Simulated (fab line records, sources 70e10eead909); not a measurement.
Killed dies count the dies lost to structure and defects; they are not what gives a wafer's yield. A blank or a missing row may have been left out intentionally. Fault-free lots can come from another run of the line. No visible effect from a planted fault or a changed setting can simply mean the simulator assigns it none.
A struck lot beside a sound one ; flow nand harc ; 14 steps out of a route of 1302
Sound: wafers L491.1, L491.5, L491.6. Struck: wafers L498.2, L498.3, L498.4. The cause is named last.
At each step with rows: each side's tool, then ch and its chambers, then its first start. Under that, the readings that differ: sound wafers ; struck wafers ; difference of the means ; sigmas: that difference in standard deviations of wafers without a fault.
alike: a reading whose means differ by less than 2 such deviations, as well as words and numbers matching on both sides. not compared: withheld readings; readings where some wafer has no value; bounds like >300 that might hide an equal value; numbers whose values overlap and for which the record gives no deviation.
The two part at a step that has a row with sigmas, a row that says differs or no value, or rows on one side only. Numbers that have no deviation but don't overlap get no sigmas and don't part them. Lack of a reading on every wafer of one side parts them only where that side has two or more wafers.

first, 5 steps without rows for these wafers: NHARC_P_GATE_SOFTBAKE_06 (time 95 s); NHARC_P_GATE_EBR_07; NHARC_P_GATE_EXPOSE_08 (exposes mask P HV); NHARC_P_GATE_PEB_09 (peb time 85 s); NHARC_P_GATE_DEVELOP_10 (time 70 s).
NHARC_P_GATE_CD_MEAS_11 targets a cd of 1640 nm.
  sound on cd sem-03 ch 0, day 5 02:54; struck on cd sem-02 ch 0, day 7 22:49
  alike: cd nm
then, 1 step without rows for these wafers: NHARC_P_GATE_HARDBAKE_12 (time 80 s).
NHARC_P_GATE_DESCUM_13: chemistry O2, time 3 s.
  sound on rie diel-09 ch 0,1,2, day 5 03:05; struck on rie diel-04 ch 0,2,3, day 7 22:58
  alike: chamber pressure mTorr, drypump motor current A, oes product au, rf vpp V, showerhead plenum p Torr, throttle valve pct
  not compared: rf hours counter h
then, 4 steps without rows for these wafers: NHARC_P_GATE_ETCH_14 (etches SiO2 in dHF, target depth 48.8 nm); NHARC_P_GATE_STRIP_15 (strips in SPM, time 780 s); NHARC_P_GATE_PRECLEAN_71 (cleans in SC1); NHARC_P_GATE_SRD_72.
NHARC_P_GATE_OXIDE_16: material SiO2, target thk 3 nm, ox time 392 s.
  sound on furnace-02 ch 0, day 5 06:40; struck on furnace-02, day 8 02:34
  no value came back on the struck wafers for any of 5 readings (ox temp c (C), ox time s (s) and others); on the sound wafers ox temp c (C) reads 875.6 874.4 875.6
then, 1 step without rows for these wafers: NHARC_P_GATE_CVD_17 (deposits poly-Si, target thk 150 nm, time 900 s).

## WHERE THEY PART
Within this record, at NHARC_P_GATE_OXIDE_16 only.

WHY: whatever the simulator had introduced
Beginning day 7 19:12, the whole step at NHARC_P_GATE_OXIDE_16 was skipped on furnace-02. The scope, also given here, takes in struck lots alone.
